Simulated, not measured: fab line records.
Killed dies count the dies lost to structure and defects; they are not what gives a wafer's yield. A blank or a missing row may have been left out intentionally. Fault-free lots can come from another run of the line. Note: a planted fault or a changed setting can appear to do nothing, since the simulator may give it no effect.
Matching of chambers :: flow nand_harc :: rie_diel-11 running NHARC_A_CONTACT_ETCH_48: 4 sister chambers
The step etches the open film in CF4, target depth 39 nm, time 65 s. 4 wafers are shown with their chamber, then 12 later ones without.

## WAFERS WITH THEIR CHAMBER
wafer: L085.6
chamber: 3
showerhead_plenum_p_Torr (Torr): 1.78

wafer: L087.2
chamber: 1
showerhead_plenum_p_Torr (Torr): 1.87

wafer: L087.3
chamber: 0
showerhead_plenum_p_Torr (Torr): 1.85

wafer: L087.5
chamber: 2
showerhead_plenum_p_Torr (Torr): 1.67

## WAFERS WITHOUT THEIR CHAMBER
wafer: L089.2
showerhead_plenum_p_Torr (Torr): 1.67

wafer: L089.3
showerhead_plenum_p_Torr (Torr): 1.87

wafer: L089.5
showerhead_plenum_p_Torr (Torr): 1.87

wafer: L088.2
showerhead_plenum_p_Torr (Torr): 1.86

wafer: L088.4
showerhead_plenum_p_Torr (Torr): 1.78

wafer: L088.5
showerhead_plenum_p_Torr (Torr): 1.67

wafer: L094.1
showerhead_plenum_p_Torr (Torr): 1.85

wafer: L094.3
showerhead_plenum_p_Torr (Torr): 1.78

wafer: L094.5
showerhead_plenum_p_Torr (Torr): 1.86

wafer: L097.2
showerhead_plenum_p_Torr (Torr): 1.67

wafer: L097.3
showerhead_plenum_p_Torr (Torr): 1.86

wafer: L097.5
showerhead_plenum_p_Torr (Torr): 1.86

## WHICH CHAMBER EACH WENT THROUGH
wafer: L089.2
from the rows above: 2
in truth: 2

wafer: L089.3
from the rows above: 1
in truth: 1

wafer: L089.5
from the rows above: 1
in truth: 1

wafer: L088.2
from the rows above: can't be placed: 0 or 1
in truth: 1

wafer: L088.4
from the rows above: 3
in truth: 3

wafer: L088.5
from the rows above: 2
in truth: 2

wafer: L094.1
from the rows above: 0
in truth: 0

wafer: L094.3
from the rows above: 3
in truth: 3

wafer: L094.5
from the rows above: can't be placed: 0 or 1
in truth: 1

wafer: L097.2
from the rows above: 2
in truth: 2

wafer: L097.3
from the rows above: can't be placed: 0 or 1
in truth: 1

wafer: L097.5
from the rows above: can't be placed: 0 or 1
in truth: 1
Placed correctly: 8 of 12. Cannot be placed on the basis of these rows: 4; the candidates contain the true chamber in 4. 0 placed wrongly.
How it was worked out, from the rows above alone: a wafer's distance from a chamber is the root of the sum, over the readings, of the square of ((its reading less the chamber's mean) divided by the reading's scatter). The wafer belongs to the nearest chamber; if the next one is less than 2 further off, it can't be placed. A chamber's mean is the mean of its shown wafers. The scatter: with one shown wafer a chamber, the root of the mean of the squares of how far each hidden wafer lies from its nearest shown one.
